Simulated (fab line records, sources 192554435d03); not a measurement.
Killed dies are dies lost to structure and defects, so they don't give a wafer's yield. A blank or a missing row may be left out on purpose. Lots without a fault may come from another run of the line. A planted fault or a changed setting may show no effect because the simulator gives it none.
Chamber matching | flow n5_finfet | N5_BEOL_M4_STRIP_66 on rie_diel-05: 3 sister chambers
The step strips in CF4. 14 wafers are shown with their chamber, then 6 later ones without.

WAFERS WITH THEIR CHAMBER
wafer  | chamber | drypump_motor_current_A (A) | throttle_valve_pct (%) | showerhead_plenum_p_Torr (Torr)
L077.1 | 1       | 6.1                         | 13.16                  | 1.75
L077.4 | 0       | 5.7                         | 13.84                  | 1.70
L077.6 | 1       | 6.1                         | 13.14                  | 1.75
L078.1 | 1       | 6.1                         | 13.15                  | 1.75
L078.5 | 1       | 6.0                         | 13.16                  | 1.75
L078.6 | 2       | 5.1                         | 13.61                  | 1.87
L084.2 | 1       | 6.0                         | 13.19                  | 1.74
L084.3 | 1       | 6.0                         | 13.18                  | 1.74
L084.4 | 1       | 6.0                         | 13.19                  | 1.74
L086.2 | 1       | 6.1                         | 13.20                  | 1.74
L086.3 | 2       | 5.1                         | 13.67                  | 1.86
L086.5 | 1       | 6.0                         | 13.20                  | 1.74
L087.1 | 0       | 5.7                         | 13.28                  | 1.90
L087.4 | 1       | 6.0                         | 13.19                  | 1.74

SIGNATURES (means of the wafers above)
reading                  | chamber 0 | chamber 1 | chamber 2 | scatter within a chamber
drypump_motor_current_A  | 5.700     | 6.040     | 5.100     | 0.0467
throttle_valve_pct       | 13.5600   | 13.1760   | 13.6400   | 0.122
showerhead_plenum_p_Torr | 1.8000    | 1.7440    | 1.8650    | 0.0429
Rule: a wafer's distance from a chamber is the root of the sum, over the readings, of the square of ((its reading less the chamber's mean) divided by the reading's scatter). The wafer belongs to the nearest chamber; if the next one is less than 2 further off, it can't be placed. The scatter: the root of (the sum of the squares of (reading less its chamber's mean) over the shown wafers, divided by (wafers less chambers)).

WAFERS WITHOUT THEIR CHAMBER
wafer  | drypump_motor_current_A (A) | throttle_valve_pct (%) | showerhead_plenum_p_Torr (Torr)
L087.5 | 5.1                         | 13.67                  | 1.86
L085.1 | 6.0                         | 13.22                  | 1.74
L085.5 | 6.0                         | 13.21                  | 1.74
L096.1 | 6.0                         | 13.24                  | 1.73
L096.4 | 6.1                         | 13.26                  | 1.73
L096.5 | 5.7                         | 13.35                  | 1.89

WHICH CHAMBER EACH WENT THROUGH
wafer  | from the rows above | in truth
L087.5 | 2                   | 2
L085.1 | 1                   | 1
L085.5 | 1                   | 1
L096.1 | 1                   | 1
L096.4 | 1                   | 1
L096.5 | 0                   | 0
Placed correctly: 6 of 6. Can't be placed from these rows: 0. Placed wrongly: 0.
